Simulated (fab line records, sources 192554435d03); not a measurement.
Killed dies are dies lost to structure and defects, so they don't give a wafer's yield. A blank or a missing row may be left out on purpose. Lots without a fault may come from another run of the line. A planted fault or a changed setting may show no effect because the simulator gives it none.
fab line records | flow n5_finfet
record lots=5 wafers=15 last_day=18
route steps=1938 shown HKMG_FIN@444 GATE_CUT@465 PASSIVATION@1936
lots that met no fault: from a run of the same line without faults
start_h: hours from the record's first day to the start of the lot's first wafer shown | wait_h: hours since the lot's step before | " the same as in the row above | L1.1+2: a row that stands for several wafers | - no value, or no start given | * or withheld: withheld | < > ~ a bound
route shown NAME@n: a module of which the file shows steps, and the number in the route of the first | usual: mean/standard deviation of fault-free wafers | same: alike in all rows | chamber/n: place in a boat | sites: the reading at each site | _std_site: their standard deviation | _edge_site: outer sites' mean less inner sites' | radius_mm: how far each site lies from the wafer's centre | mask NAME#n: copy n | behind: the tool/chamber that last shaped the wafer | hold: why the lot was held/for how many hours/how that ended | device: the transistor (n, p or np) that didn't switch | end of line: the same wafers' tests at the end of the route | a step without rows: its recipe alone | killed: dies lost to structure and defects at the first sort, not the wafer's yield | map: a wafer's dies, x killed, . not, _ none there
set.NAME: the setting as run; set.NAME@STEP: as run at that earlier step | model.NAME: the simulator's own value behind a step, which no gauge read
lots at some steps of the route; a table a step, a row a wafer
services: from which hour (start_h, from the record's first day; less than 0 if before it) a tool's chamber was out of use, for how many hours, and why
## steps
# step N5_HKMG_FIN_ETCH_86
# recipe chemistry=N2/H2 target=SOC target_depth_a=3932 stop_on=TiN ion_energy_ev=100 bias_w=61 pressure_mtorr=30 source_w=850 n2_flow_sccm=200 h2_flow_sccm=200
# step N5_HKMG_FIN_STRIP_89
# recipe chemistry=N2/H2 material=SOC time_s=20 power_w=500 temp_c=40 pressure_mtorr=50 rf_frequency_hz=6e+07 bias_power_w=8 h2_frac=0.5 n2_flow_sccm=300 h2_flow_sccm=300
# step N5_HKMG_FIN_WET_ETCH_87
# recipe chemistry=SC1 target=TiN mix=1:2:40 temp_c=50 time_s=154.2 target_depth_nm=4.7 dry=ipa_marangoni rinse_time_s=30 rinse_temp_c=23
# step N5_HKMG_FIN_STRIP_88
# recipe chemistry=N2/H2 power_w=2500 temp_c=300 h2_frac=0.65 time_s=360 pressure_mtorr=withheld n2_flow_sccm=1750 h2_flow_sccm=3250
# step N5_HKMG_FIN_NWFM_ALD_20
# recipe material=TiAlC target_thk_a=20 temp_c=300 ald_precursor_family=TiCl4 ald_co_reactant=TEA pulse_time_s=3 purge_time_s=2 co_reactant_purge_time_s=2 co_reactant_pulse_time_s=10 ald_cycles=7 pressure_torr=3
# step N5_HKMG_FIN_ALD_71
# recipe material=TiN target_thk_a=10 temp_c=400 ald_precursor_family=TiCl4 ald_co_reactant=NH3 pulse_time_s=1 purge_time_s=3 co_reactant_purge_time_s=2 co_reactant_pulse_time_s=2 ald_cycles=47 pressure_torr=3
# step N5_HKMG_FIN_COAT_66
# recipe resist=SOC temp_c=250 time_s=60 spin_rpm=1500 resist_thk_nm=300
# step N5_HKMG_FIN_ETCH_67
# recipe chemistry=N2/H2 target=SOC target_depth_a=3889 stop_on=TiN ion_energy_ev=100 bias_w=61 pressure_mtorr=30 source_w=850 n2_flow_sccm=200 h2_flow_sccm=200
# step N5_HKMG_FIN_STRIP_90
# recipe chemistry=N2/H2 material=SOC time_s=20 power_w=500 temp_c=40 pressure_mtorr=50 rf_frequency_hz=6e+07 bias_power_w=8 h2_frac=0.5 n2_flow_sccm=300 h2_flow_sccm=300
# step N5_HKMG_FIN_WET_ETCH_73
# recipe chemistry=SC1 mix=1:2:40 temp_c=50 time_s=42.3 target_depth_nm=1.3 dry=ipa_marangoni rinse_time_s=30 rinse_temp_c=23
# step N5_HKMG_FIN_ETCHBACK_68
# recipe chemistry=Cl2/Ar stop_on=HfO2 target_depth_a=5 pressure_mtorr=10 icp_w=600 bias_w=60 Cl2_flow_sccm=40 Ar_flow_sccm=60
# usual bias_w=60.02/0.17 drypump_motor_current_A=5.6/0.58 oes_product_au=0.72/0.094 throttle_valve_pct=20.86/0.2
# columns lot.wafer tool chamber start_h wait_h bias_w drypump_motor_current_A oes_product_au rf_hours_counter_h throttle_valve_pct
L921.2 rie_metal-01 1 114.48 0.0 60.37 5.1 0.63 105 20.88
L921.5 " 0 " " 60.15 6.7 0.78 - 21.08
L921.6 " 1 " " 60.27 5.1 0.63 - 20.84
L923.2 rie_metal-01 1 128.91 0.0 60.08 5.1 0.63 106 20.87
L923.4 " 1 " " 60.07 5.1 0.63 - 20.86
L923.5 " 1 " " 59.76 5.1 0.63 - 20.87
L924.4 rie_metal-02 0 133.55 0.1 60.14 5.7 0.87 - 20.57
L924.5 " 0 " " 59.88 5.7 0.88 - 20.56
L924.6 " 1 " " 60.08 5.9 0.66 - 20.93
L926.1 rie_metal-03 0 147.56 0.0 60.24 5.3 0.63 122 21.04
L926.2 " 1 " " 60.21 5.2 0.78 42 20.64
L926.4 " 0 " " 60.26 5.3 0.62 - 21.05
L934.2 rie_metal-02 1 192.64 0.0 60.10 5.9 0.65 101 20.96
L934.4 " 0 " " 59.89 5.7 0.85 - 20.57
L934.6 " 0 " " 59.95 5.7 0.86 - 20.56
# step N5_HKMG_FIN_STRIP_69
# recipe chemistry=N2/H2 power_w=2500 temp_c=300 h2_frac=0.65 time_s=360 pressure_mtorr=withheld n2_flow_sccm=1750 h2_flow_sccm=3250
# usual drypump_motor_current_A=6.36/0.089 heater_power_w=456/24
# columns lot.wafer tool chamber start_h wait_h drypump_motor_current_A heater_power_w rf_hours_counter_h
L921.2 plasma_asher-02 1 114.62 0.1 6.41 484 51
L921.5 " 0 " " 6.25 442 -
L921.6 " 1 " " 6.42 492 -
L923.2 plasma_asher-02 0 129.05 0.1 6.23 460 54
L923.4 " 0 " " 6.24 444 -
L923.5 " 0 " " 6.25 458 -
L924.4 plasma_asher-02 0 133.77 0.2 6.26 450 -
L924.5 " 1 " " 6.44 486 -
L924.6 " 0 " " 6.24 446 -
L926.1 plasma_asher-02 0 147.70 0.1 6.26 461 59
L926.2 " 1 " " 6.46 484 59
L926.4 " 0 " " 6.25 450 -
L934.2 plasma_asher-01 1 192.78 0.1 6.42 443 95
L934.4 " 0 " " 6.43 426 -
L934.6 " 1 " " 6.43 437 -
# step N5_HKMG_FIN_ALD_21
# recipe material=TiN target_thk_a=15 temp_c=400 ald_precursor_family=TiCl4 ald_co_reactant=NH3 pulse_time_s=1 purge_time_s=3 co_reactant_purge_time_s=2 co_reactant_pulse_time_s=2 ald_cycles=68 pressure_torr=3
# usual heater_power_outer_w=544/75 heater_power_w=873/110 precursor_pulse_height_rel=1.000/0.02 susceptor_temp_C=400.03/0.21
# same co_reactant_purge_time_s=2
# columns lot.wafer tool chamber start_h wait_h heater_power_outer_w heater_power_w precursor_pulse_height_rel susceptor_temp_C
L921.2 ald_metal-01 1 115.00 0.3 683 1048 1.012 400.48
L921.5 " 0 " " 593 912 1.023 399.92
L921.6 " 1 " " 684 1052 0.993 400.17
L923.2 ald_metal-01 0 129.44 0.3 582 931 1.002 399.98
L923.4 " 2 " " 506 826 0.996 400.15
L923.5 " 2 " " 515 837 1.015 399.91
L924.4 ald_metal-01 2 134.04 0.1 496 826 0.990 400.06
L924.5 " 1 " " 679 1111 1.006 399.87
L924.6 " 0 " " 594 921 0.990 400.29
L926.1 ald_metal-04 0 148.09 0.3 494 784 1.001 400.16
L926.2 " 2 " " 422 749 1.009 400.11
L926.4 " 1 " " 487 800 1.028 399.98
L934.2 ald_metal-04 1 193.20 0.3 487 791 1.031 400.08
L934.4 " 2 " " 440 749 0.981 400.12
L934.6 " 3 " " 483 771 1.003 400.23
# step N5_HKMG_FIN_ALD_72
# recipe material=W target_thk_a=20 temp_c=300 pressure_torr=7.5 ald_precursor_family=WF6 ald_co_reactant=B2H6 pulse_time_s=1 purge_time_s=2 co_reactant_purge_time_s=2 co_reactant_pulse_time_s=3 ald_cycles=7
# usual heater_power_outer_w=271/23 heater_power_w=486/26 precursor_pulse_height_rel=1.000/0.021 susceptor_temp_C=299.99/0.19
# same co_reactant_purge_time_s=2
# columns lot.wafer tool chamber start_h wait_h heater_power_outer_w heater_power_w precursor_pulse_height_rel susceptor_temp_C
L921.2 cvd_w-01 1 115.37 0.2 271 492 0.997 300.00
L921.5 " 0 " " 235 453 0.994 299.79
L921.6 " 1 " " 280 482 1.017 300.06
L923.2 cvd_w-02 1 129.80 0.2 294 504 0.984 300.10
L923.4 " 0 " " 269 471 0.976 299.63
L923.5 " 1 " " 289 515 1.022 300.19
L924.4 cvd_w-02 1 134.42 0.2 287 523 1.006 299.85
L924.5 " 1 " " 299 519 0.968 299.99
L924.6 " 0 " " 269 494 0.999 300.02
L926.1 cvd_w-02 1 148.45 0.2 302 502 0.988 300.28
L926.2 " 0 " " 271 487 1.012 299.84
L926.4 " 1 " " 295 511 0.980 299.76
L934.2 cvd_w-01 0 193.56 0.2 237 440 0.979 299.70
L934.4 " 1 " " 274 492 1.010 300.00
L934.6 " 1 " " 286 485 0.973 299.81
# step N5_HKMG_FIN_W_FILL_22
# recipe material=W target_thk_a=600 temp_c=400 pressure_torr=39.4 time_s=18.2
# step N5_HKMG_FIN_PRECLEAN_83
# recipe chemistry=DIW time_s=57.5 temp_c=23
# step N5_HKMG_FIN_SRD_84
# recipe dry_time_s=32 dry=n2_spin spin_rpm=1500
# step N5_HKMG_FIN_CMP_23
# recipe stop_on=SiNx t_overpolish_s=10 post_cmp_clean=rinse_only down_force_psi=4 platen_rpm=50.289 pad_velocity_m_s=1.0006 target_thk_nm=46.326
# step N5_HKMG_FIN_CMP_94
# recipe stop_on=SiNx post_cmp_clean=w_dilute_nh4oh t_overpolish_s=4.7 down_force_psi=4 platen_rpm=50.289 pad_velocity_m_s=1.0006 target_thk_nm=43.299
# step N5_GATE_CUT_ETCHBACK_00
# recipe chemistry=SF6/Cl2 target=W pressure_mtorr=8 icp_w=900 bias_w=80 SF6_flow_sccm=40 Cl2_flow_sccm=60
# step N5_GATE_CUT_ETCH_56
# recipe chemistry=Cl2/Ar target=TiN target_depth_a=216 pressure_mtorr=10 icp_w=600 bias_w=60 Cl2_flow_sccm=40 Ar_flow_sccm=60
# step N5_GATE_CUT_ETCHBACK_30
# recipe chemistry=Cl2/Ar target=TiN target_depth_a=30 mode=isotropic pressure_mtorr=10 icp_w=600 bias_w=60 Cl2_flow_sccm=40 Ar_flow_sccm=60
# step N5_GATE_CUT_VAPOR_ETCH_60
# recipe chemistry=BCl3/Cl2 target=HfO2 mode=isotropic
# step N5_GATE_CUT_ETCH_58
# recipe chemistry=CH3F/O2 target=SiNx target_depth_a=170 time_s=128.6 ion_energy_ev=50 pressure_mtorr=30 source_w=415 bias_w=21 Ar_flow_sccm=150 CH3F_flow_sccm=30 O2_flow_sccm=20
# step N5_GATE_CUT_STRIP_59
# recipe chemistry=N2/H2 time_s=20 power_w=100 temp_c=40 pressure_mtorr=100 rf_frequency_hz=6e+07 bias_power_w=3 n2_flow_sccm=300 h2_flow_sccm=300
# usual drypump_motor_current_A=5.9/0.34 oes_product_au=0.79/0.096 rf_vpp_V=45.5/0.85 showerhead_plenum_p_Torr=3.43/0.11 throttle_valve_pct=12.29/0.24
# columns lot.wafer tool chamber start_h wait_h drypump_motor_current_A oes_product_au rf_hours_counter_h rf_vpp_V showerhead_plenum_p_Torr throttle_valve_pct
L921.2 rie_diel-05 3 116.68 0.1 5.8 0.70 218 46.8 3.46 12.45
L921.5 " 1 " " 6.0 0.77 - 44.8 3.38 12.10
L921.6 " 0 " " 6.1 0.71 - 46.7 3.48 12.47
L923.2 rie_diel-02 2 131.11 0.1 6.2 0.70 200 45.1 3.36 12.24
L923.4 " 1 " " 5.7 0.67 248 45.7 3.45 12.42
L923.5 " 2 " " 6.2 0.70 - 44.3 3.36 12.24
L924.4 rie_diel-01 1 135.71 0.1 5.8 0.71 236 45.3 3.49 12.67
L924.5 " 0 " " 6.3 0.89 - 44.3 3.46 12.30
L924.6 " 3 " " 5.8 0.88 - 45.8 3.42 12.05
L926.1 rie_diel-05 0 149.76 0.1 6.1 0.69 205 45.3 3.48 12.48
L926.2 " 3 " " 5.8 0.69 225 44.3 3.45 12.46
L926.4 " 0 " " 6.1 0.70 - 45.1 3.48 12.49
L934.2 rie_diel-05 2 194.91 0.1 5.0 0.73 176 46.8 3.21 12.10
L934.4 " 3 " " 5.8 0.68 240 44.5 3.45 12.49
L934.6 " 0 " " 6.1 0.69 - 45.7 3.47 12.52
# step N5_GATE_CUT_PRECLEAN_31
# recipe temp_c=23 chemistry=DIW time_s=300
# step N5_GATE_CUT_SRD_32
# recipe time_s=30 temp_c=23 rinse_liquid=diw dry=ipa_marangoni
# step N5_GATE_CUT_SAC_CAP_01
# recipe material=SiNx target_thk_a=240 temp_c=400 ald_precursor_family=SiH2I2 ald_co_reactant=N2/H2-plasma pulse_time_s=1 ald_cycles=480 purge_time_s=2 co_reactant_purge_time_s=2 pressure_torr=2
# step N5_GATE_CUT_PECVD_57
# recipe material=SiNx target_thk_a=210 temp_c=400 precursor=SiH4/NH3/N2 pressure_torr=1.5 rf_w=300
# step N5_GATE_CUT_CMP_02
# recipe stop_on=SiO2 t_overpolish_s=12.7 post_cmp_clean=alkaline_brush down_force_psi=2.5 platen_rpm=51.8 pad_velocity_m_s=1.0307 target_thk_nm=0
# usual motor_current_A=8.5/0.82 overpolish_run_s=12.702/0.0098 platen_rpm=51.80/0.034 time_to_endpoint_s=25.3/2.5
# columns lot.wafer tool chamber start_h wait_h motor_current_A overpolish_run_s platen_rpm time_to_endpoint_s
L921.2 cmp-03 3 119.18 0.1 8.3 12.718 51.89 24.3
L921.6 " 3 " " 8.3 12.706 51.85 26.3
L921.5 " 0 " " 8.7 12.701 51.80 23.7
L923.4 cmp-01 2 133.66 0.1 8.9 12.694 51.77 24.4
L923.2 " 3 " " 10.5 12.711 51.77 26.1
L923.5 " 0 " " 8.1 12.709 51.84 22.5
L924.4 cmp-03 2 138.33 0.1 8.0 12.696 51.78 26.5
L924.6 " 1 " " 8.1 12.691 51.78 22.3
L924.5 " 2 " " 8.0 12.700 51.80 26.1
L926.2 cmp-02 0 152.25 0.1 7.6 12.698 51.77 25.0
L926.4 " 2 " " 8.2 12.700 51.83 25.1
L926.1 " 3 " " 8.4 12.706 51.86 25.9
L934.2 cmp-03 1 197.45 0.1 8.7 12.697 51.75 24.1
L934.4 " 2 " " 7.9 12.705 51.79 25.4
L934.6 " 1 " " 8.7 12.701 51.78 24.2
# step N5_GATE_CUT_HM_DEP_46
# recipe material=SiO2 target_thk_a=1300 temp_c=400 precursor=TEOS/O2 pressure_torr=6.5 rf_w=900 teos_flow_sccm=161.4 gas=O2 flow_sccm=2650 time_s=26.6
# step N5_GATE_CUT_COAT_34
# recipe resist=SOC temp_c=250 time_s=60 spin_rpm=1500 resist_thk_nm=60
# step N5_GATE_CUT_COAT_35
# recipe resist=SiARC temp_c=220 time_s=60 spin_rpm=1500 resist_thk_nm=10
# step N5_GATE_CUT_COAT_27
# recipe resist=underlayer temp_c=205 time_s=60 spin_rpm=1500 resist_thk_nm=10
# step N5_GATE_CUT_COAT_07
# recipe resist=CAR-EUV spin_rpm=1500 resist_thk_nm=30
# step N5_GATE_CUT_EBR_09
# recipe solvent=PGMEA ebr_width_mm=1.5
# step N5_GATE_CUT_SOFTBAKE_08
# recipe temp_c=110 time_s=60 resist=CAR-EUV
# step N5_GATE_CUT_EXPOSE_10
# recipe mask_id=GATE_CUT na=0.33 source_shape=annular sigma_inner=0.35 sigma_outer=0.8 polarization=unpolarized target_cd_nm=20 dose_mj=43.25
# step N5_GATE_CUT_PEB_11
# recipe peb_temp_c=100 peb_time_s=60 resist=CAR-EUV
# step N5_PASSIVATION_PROBE_49
# usual defect_limited_yield=91.2/1.4 killed_at_M0_to_M3=34/9.4 killed_at_M4_up=14/5.6 killed_at_contacts=13/7.8 killed_at_front_end=37/10 killed_at_other=4/3.3 killed_dies=103/17 killed_open=68/13 killed_short=33/8.2 sort_bin_4_leakage=0.00/0.0071 sort_bin_5_function=5.1/0.92 sort_bin_6_memory=3.3/0.71 sort_n_pass=1077/17 sort_yield_pct=91.2/1.4
# same gross_dies=1180 killed_at_back_side=0 sort_bin_8_speed[%]=0
# columns lot.wafer tool chamber start_h wait_h defect_limited_yield[%] killed_at_M0_to_M3 killed_at_M4_up killed_at_contacts killed_at_front_end killed_at_other killed_dies killed_open killed_short sort_bin_4_leakage[%] sort_bin_5_function[%] sort_bin_6_memory[%] sort_n_pass sort_yield_pct[%]
L921.2 prober-01 - 338.19 0.1 89.0 33 13 20 55 9 130 90 39 0 5.3 4.9 1050 89.0
L921.5 prober-01 - 338.34 0.2 92.4 35 13 7 33 2 90 59 28 0 4.2 3.3 1090 92.4
L921.6 prober-01 - 338.39 0.3 90.4 48 10 10 28 17 113 68 44 0 5.4 3.8 1067 90.4
L923.2 prober-02 - 347.19 0.1 93.6 22 11 8 34 1 76 45 27 0 3.5 2.4 1104 93.6
L923.4 prober-02 - 347.29 0.2 90.2 49 12 17 38 0 116 74 41 0 5.7 3.6 1064 90.2
L923.5 prober-02 - 347.34 0.2 94.4 30 1 8 24 3 66 43 23 0 3.0 2.2 1114 94.4
L926.1 prober-01 - 377.92 0.0 91.4 43 22 8 27 1 101 71 29 0 5.5 2.6 1079 91.4
L926.2 prober-01 - 377.97 0.1 89.6 48 21 6 47 1 123 91 32 0 6.1 3.8 1057 89.6
L926.4 prober-01 - 378.07 0.2 90.5 54 11 7 38 2 112 63 41 0 4.5 3.6 1068 90.5
L934.2 prober-02 - 434.85 0.1 90.1 41 22 19 32 3 117 88 28 0 7.2 2.6 1063 90.1
L934.4 prober-02 - 434.95 0.2 79.5 31 17 5 187 2 242 49 26 0 11.4 4.0 938 79.5
L934.6 prober-02 - 435.05 0.3 93.1 25 10 14 30 3 82 53 20 0 4.2 1.7 1098 93.1
# killed by level:class
L921.2 STI_FIN_REVEAL:geometric_particle:open=19 MOL_CONTACT_COAG:geometric_particle:open=15 FIN_SAQP:geometric_particle:open=13 BEOL_M2:geometric_particle:open=8 FIN_SAQP:geometric_particle:short=7 BEOL_M1:geometric_particle:open=5 MOL_CONTACT_COAG:geometric_particle:short=5 BEOL_M4:geometric_particle:open=5
L921.5 BEOL_M2:geometric_particle:open=11 STI_FIN_REVEAL:geometric_particle:open=9 BEOL_M0_SAQP:geometric_particle:short=7 BEOL_M3:geometric_particle:open=7 FIN_SAQP:geometric_particle:short=6 MOL_CONTACT_COAG:geometric_particle:open=6 FIN_SAQP:geometric_particle:open=4 BEOL_M4:geometric_particle:open=4
L921.6 BEOL_M0_SAQP:geometric_particle:open=11 BEOL_M2:geometric_particle:open=11 PAD_METAL:geometric_particle:short=9 MOL_CONTACT_COAG:geometric_particle:open=7 BEOL_M4:geometric_particle:open=6 FIN_SAQP:geometric_particle:short=5 STI_FIN_REVEAL:geometric_particle:open=5 BEOL_M1:geometric_particle:open=5
L923.2 BEOL_M3:geometric_particle:open=8 BEOL_M4:geometric_particle:open=6 ILD0:geometric_particle:short=5 MOL_CONTACT_COAG:geometric_particle:open=5 STARTING-WAFER:geometric_particle:open=5 DUMMY_GATE:geometric_particle:open=4 STARTING-WAFER:geometric_particle:short=4 HKMG_FIN:area_etch=4
L923.4 BEOL_M0_SAQP:geometric_particle:short=15 MOL_CONTACT_COAG:geometric_particle:open=13 STI_FIN_REVEAL:geometric_particle:open=12 BEOL_M0:geometric_particle:short=8 DUMMY_GATE:geometric_particle:open=7 BEOL_M0_SAQP:geometric_particle:open=7 BEOL_M3:geometric_particle:open=6 FIN_SAQP:geometric_particle:open=5
L923.5 BEOL_M0_SAQP:geometric_particle:open=13 FIN_SAQP:geometric_particle:short=4 STI_FIN_REVEAL:geometric_particle:open=4 MOL_CONTACT_COAG:geometric_particle:short=4 MOL_CONTACT_COAG:geometric_particle:open=4 BEOL_M0_SAQP:geometric_particle:short=4 BEOL_M2:geometric_particle:open=4 BEOL_M3:geometric_particle:open=4
L926.1 BEOL_M0_SAQP:geometric_particle:open=18 BEOL_M0_SAQP:geometric_particle:short=12 STI_FIN_REVEAL:geometric_particle:open=11 MOL_CONTACT_COAG:geometric_particle:open=8 BEOL_M5:geometric_particle:open=7 BEOL_M2:geometric_particle:open=6 GATE_CUT:geometric_particle:short=5 BEOL_M1:geometric_particle:open=5
L926.2 STI_FIN_REVEAL:geometric_particle:open=16 BEOL_M0_SAQP:geometric_particle:open=15 BEOL_M0_SAQP:geometric_particle:short=11 FIN_SAQP:geometric_particle:open=9 BEOL_M5:geometric_particle:open=9 BEOL_M1:geometric_particle:open=8 BEOL_M2:geometric_particle:open=7 MOL_CONTACT_COAG:geometric_particle:open=6
L926.4 BEOL_M0_SAQP:geometric_particle:short=18 BEOL_M0_SAQP:geometric_particle:open=11 FIN_SAQP:geometric_particle:open=9 BEOL_M2:geometric_particle:open=8 FIN_SAQP:geometric_particle:short=7 BEOL_M1:geometric_particle:open=7 HKMG_FIN:area_etch=7 BEOL_M0:geometric_particle:short=6
L934.2 MOL_CONTACT_COAG:geometric_particle:open=16 BEOL_M1:geometric_particle:open=12 BEOL_M4:geometric_particle:open=11 BEOL_M2:geometric_particle:open=10 FIN_SAQP:geometric_particle:open=9 BEOL_M3:geometric_particle:open=7 BEOL_M0_SAQP:geometric_particle:open=6 FIN_SAQP:geometric_particle:short=5
L934.4 HKMG_FIN:unspecified=164 BEOL_M3:geometric_particle:open=14 FIN_SAQP:geometric_particle:short=10 BEOL_M4:geometric_particle:open=8 BEOL_M1:geometric_particle:open=6 MOL_CONTACT_COAG:geometric_particle:open=5 STARTING-WAFER:geometric_particle:short=3 GATE_CUT:geometric_particle:open=3
L934.6 MOL_CONTACT_COAG:geometric_particle:open=12 BEOL_M3:geometric_particle:open=9 HKMG_FIN:area_etch=9 BEOL_M1:geometric_particle:open=8 BEOL_M4:geometric_particle:open=8 FIN_SAQP:geometric_particle:short=4 BEOL_M1:geometric_particle:short=4 STARTING-WAFER:geometric_particle:short=4
# map L934.4 (x killed, . not)
_________________............________________
______________...x.......x......_____________
___________..x....x................__________
__________............x............._________
________....x......x............x....._______
_______...............x................______
______.x...............x.....x..x......x_____
_____...........x........................____
____........x.............x.......x.......___
___..........x.....x...x................x..__
___......................................x.__
__...............................x.......x.._
__...........................x..x..........._
_........x.......x.xx............x...x.......
_..............x.x...x.....x.................
_................xx.............x............
_......x....x.............x.......x.x....x...
_............................x...x...........
_............x.........x....x................
_.............................x..............
_.x..................xxxxx.xx.x..............
__.................x.x.x.xxx.xx.x..........._
__...x.......x......xxxxxxxxxxx............._
___xx...x........xxx.xxxxxxxxxxx...........__
___...x..x.xx......x.xxxxxxxxxxxxxx........__
____x..x.xx......xxxxxxxxxxxxxxxxxx......x___
_____..............xxxxxxxxxxxxxx........____
______....x.......xxxxxxxxxxxxxxxx.x...._____
_______..........x.xxxxxxxxxxxxxxx.....______
________......x....x.xxxxxxxxxx..xx..._______
__________..x.....xxxxxxxxxxxxxxxx.x_________
___________......x..x.xxxxxxxxx....__________
______________........xx..xx.xxx_____________
_________________....x.....x.________________
# map L926.2 (x killed, . not)
_________________............________________
______________.................._____________
___________...............xx.......__________
__________...x.......x...x....x....._________
________x..x...x....x..x.............._______
_______x.......x.............x.........______
______.......x...............xx..x.....x_____
_____.....................x......x.......____
____....x.............x.......x...........___
___.......x..x............................x__
___.......x....................x...........__
__..........x................x..x..........._
__..x........x..........x.x.......x........._
_.x.....x........................x...x.x..x..
_........x..................x.xx......x...x..
_....x.x................xx........x........x.
_...x..................x......xx......x......
_x.x.....x....xx.....x........x..............
_......................x........x............
_x.........x.........x.x.................x..x
_............x........................x......
__.x....x..x............................x.x._
__.....................x...................._
___..x....xx.............x.x...x...........__
___.....x...x............x.......x...xx....__
____.......x....x.........x.x...x....x...x___
_____.....x....................x.......x.____
______....x.x..........................._____
_______.....x.....................x....______
________.......x...x...x..x.....x....._______
__________...........x...x..x......._________
___________..........xx.x........x.__________
______________...............x.._____________
_________________.x..........________________
## services
# columns tool chamber start_h hours kind
cmp-01 - 92.15 6.0 repair
rie_diel-05 1 109.28 4.8 repair
plasma_asher-01 - 116.91 6.5 repair
ald_metal-04 - 119.93 0.2 repair
rie_metal-02 - 121.15 4.3 pm
cvd_w-01 - 122.41 1.0 repair
rie_metal-03 - 128.76 2.8 pm
cvd_w-01 - 128.87 23.9 repair
cmp-02 - 129.15 4.9 repair
ald_metal-04 1 132.88 8.0 repair
rie_diel-02 1 138.98 - clean
rie_diel-02 1 138.98 - consumable_replace:focus_ring
rie_diel-02 1 138.98 11.9 scheduled_down
rie_diel-02 1 138.98 11.9 vent_cycle
rie_diel-05 1 140.73 9.1 repair
rie_diel-01 3 144.44 4.0 repair
cvd_w-01 - 152.80 2.8 pm
cmp-01 - 153.41 0.8 repair
cmp-01 - 166.14 4.0 pm
rie_diel-01 2 168.39 - clean
rie_diel-01 2 168.39 - consumable_replace:focus_ring
rie_diel-01 2 168.39 - consumable_replace:showerhead
rie_diel-02 2 177.07 8.7 repair
rie_metal-02 - 181.30 1.0 repair
## key
first_sign step=N5_PASSIVATION_PROBE_49 reading=killed_at_front_end direction=up sigmas=14 usual=37 struck=187
effect step=N5_PASSIVATION_PROBE_49 reading=killed_dies direction=up sigmas=8.1 usual=103 struck=242
more_kills_born_at N5_HKMG_FIN_ALD_21@ald_metal-04=164
met_at N5_HKMG_FIN_ALD_21
struck_wafers L934.4
onset_between 148.09 193.20
fault kind=chamber_particle_source tool=ald_metal-04 chamber=2 onset_h=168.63 steps=N5_HKMG_FIN_ALD_21 rate_per_visit_cm2=2.0877 end_h=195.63
